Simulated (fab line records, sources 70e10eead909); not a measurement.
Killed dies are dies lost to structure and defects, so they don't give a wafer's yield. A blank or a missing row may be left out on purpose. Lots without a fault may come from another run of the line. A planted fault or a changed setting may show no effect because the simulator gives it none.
Chamber matching | flow nand_harc | NHARC_P_STI_ETCH_15 on rie_si-04: 4 sister chambers
The step etches the open film in HBr/Cl2, target depth 300 nm, time 100.1 s. 8 wafers are shown with their chamber, then 9 later ones without.

WAFERS WITH THEIR CHAMBER
wafer  | chamber | drypump_motor_current_A (A) | throttle_valve_pct (%)
L548.4 | 2       | 5.2                         | 26.399
L552.4 | 0       | 5.5                         | 26.404
L560.1 | 3       | 5.7                         | 26.408
L560.2 | 2       | 5.2                         | 26.409
L560.4 | 0       | 5.4                         | 26.392
L561.2 | 3       | 5.7                         | 26.403
L561.4 | 1       | 5.9                         | 26.412
L561.6 | 1       | 5.9                         | 26.414

WAFERS WITHOUT THEIR CHAMBER
wafer  | drypump_motor_current_A (A) | throttle_valve_pct (%)
L562.1 | 5.9                         | 26.410
L562.2 | 5.4                         | 26.390
L562.5 | 5.2                         | 26.401
L563.1 | 5.5                         | 26.422
L563.4 | 5.1                         | 26.391
L563.5 | 5.2                         | 26.419
L564.2 | 5.7                         | 26.406
L564.4 | 5.2                         | 26.408
L564.5 | 5.9                         | 26.415

WHICH CHAMBER EACH WENT THROUGH
wafer  | from the rows above     | in truth
L562.1 | 1                       | 1
L562.2 | 0                       | 0
L562.5 | 2                       | 2
L563.1 | can't be placed: 0 or 3 | 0
L563.4 | 2                       | 2
L563.5 | 2                       | 2
L564.2 | 3                       | 3
L564.4 | 2                       | 2
L564.5 | 1                       | 1
Placed correctly: 8 of 9. Can't be placed from these rows: 1 (the true chamber is among the candidates in 1). Placed wrongly: 0.
How it was worked out, from the rows above alone: a wafer's distance from a chamber is the root of the sum, over the readings, of the square of ((its reading less the chamber's mean) divided by the reading's scatter). The wafer belongs to the nearest chamber; if the next one is less than 2 further off, it can't be placed. A chamber's mean is the mean of its shown wafers. The scatter: the root of (the sum of the squares of (reading less its chamber's mean) over the shown wafers, divided by (wafers less chambers)).
